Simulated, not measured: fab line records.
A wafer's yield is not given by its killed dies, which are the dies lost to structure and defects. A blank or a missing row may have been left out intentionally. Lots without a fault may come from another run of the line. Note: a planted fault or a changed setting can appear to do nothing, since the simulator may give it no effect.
Which tool is to blame? | flow nandHarc | Sampling: 6 lots, 18 wafers, 5 of 1302 route steps

## WHAT EACH GAUGE READ, for each wafer
NHARC_END_SORT_01.
lot  | measured     | on        | killedAtArray
L568 | day 33 06:24 | prober-02 | 672 76 57

## WHAT TOOL EACH LOT RAN ON (gives the tool, then ch and the chambers of the sampled wafers, and finally the start)
lot  | NHARC_A_STAIRCASE_ETCH_13                    | NHARC_A_STAIRCASE_ETCH_15                    | NHARC_A_STAIRCASE_ETCH_19         | NHARC_A_STAIRCASE_TRIM_22
L552 | rieDiel-13 ch 0,1,2, day 17 01:55 or earlier | rieDiel-13 ch 0,1,2, day 17 01:55 or earlier | rieDiel-13 ch 0,1, day 17 01:55   | rieDiel-13 ch 0,1,2, no start
L555 | rieDiel-05 ch 0,1,3, day 18 12:47 or earlier | rieDiel-05 ch 0,1,2, day 18 12:47 or earlier | rieDiel-05 ch 0,2,3, day 18 12:47 | rieDiel-05 ch 1,2,3, no start
L557 | rieDiel-13 ch 0,1,3, day 19 17:30 or earlier | rieDiel-13 ch 0,1,3, day 19 17:30 or earlier | rieDiel-13 ch 0,1,3, day 19 17:30 | rieDiel-05 ch 0,1,3, no start
L560 | rieDiel-05 ch 1,2, day 20 10:29 or earlier   | rieDiel-05 ch 1,2, day 20 10:29 or earlier   | rieDiel-05 ch 1,2, day 20 10:29   | rieDiel-05 ch 2,3, no start
L568 | rieDiel-05 ch 1,2, day 24 07:02 or earlier   | rieDiel-05 ch 1,2,3, day 24 07:02 or earlier | rieDiel-05 ch 0,2,3, day 24 07:02 | rieDiel-13 ch 0,1, day 33 06:24 or earlier
L571 | rieDiel-01 ch 0,1,2, day 25 18:11 or earlier | rieDiel-01 ch 0,2, day 25 18:11 or earlier   | rieDiel-01 ch 1,2, day 25 18:11   | rieDiel-01 ch 0,1,2, no start
- NHARC_A_STAIRCASE_ETCH_13: etches the open film in C4F8/O2, target depth 100 nm, time 40.5 s.
- NHARC_A_STAIRCASE_ETCH_15: etches the open film in C4F8/O2, target depth 100 nm, time 40.5 s.
- NHARC_A_STAIRCASE_ETCH_19: etches the open film in C4F8/O2, target depth 100 nm, time 40.5 s.
- NHARC_A_STAIRCASE_TRIM_22: chemistry O2, time 211.2 s.

## THE ANSWER, worked out from the rows above alone
Rule: the usual values come from the lots themselves. Put in order of their means at a reading, lots are off if they are a third of the lots or fewer, leave a main group of 4 or more, and stand apart from it by a gap of 3 or more times the standard deviation of the main group's means; of several such gaps the widest counts. The tables above print the reading to a certain number of digits; a main group whose means all agree to those digits is not used. Also off: a lot with no number at a reading for which 4 or more lots have one. All remaining lots with rows at the step are treated as sound.
No lot is off at any reading shown: from this, nothing can be told.

## WHAT WAS PUT IN BY THE SIMULATOR
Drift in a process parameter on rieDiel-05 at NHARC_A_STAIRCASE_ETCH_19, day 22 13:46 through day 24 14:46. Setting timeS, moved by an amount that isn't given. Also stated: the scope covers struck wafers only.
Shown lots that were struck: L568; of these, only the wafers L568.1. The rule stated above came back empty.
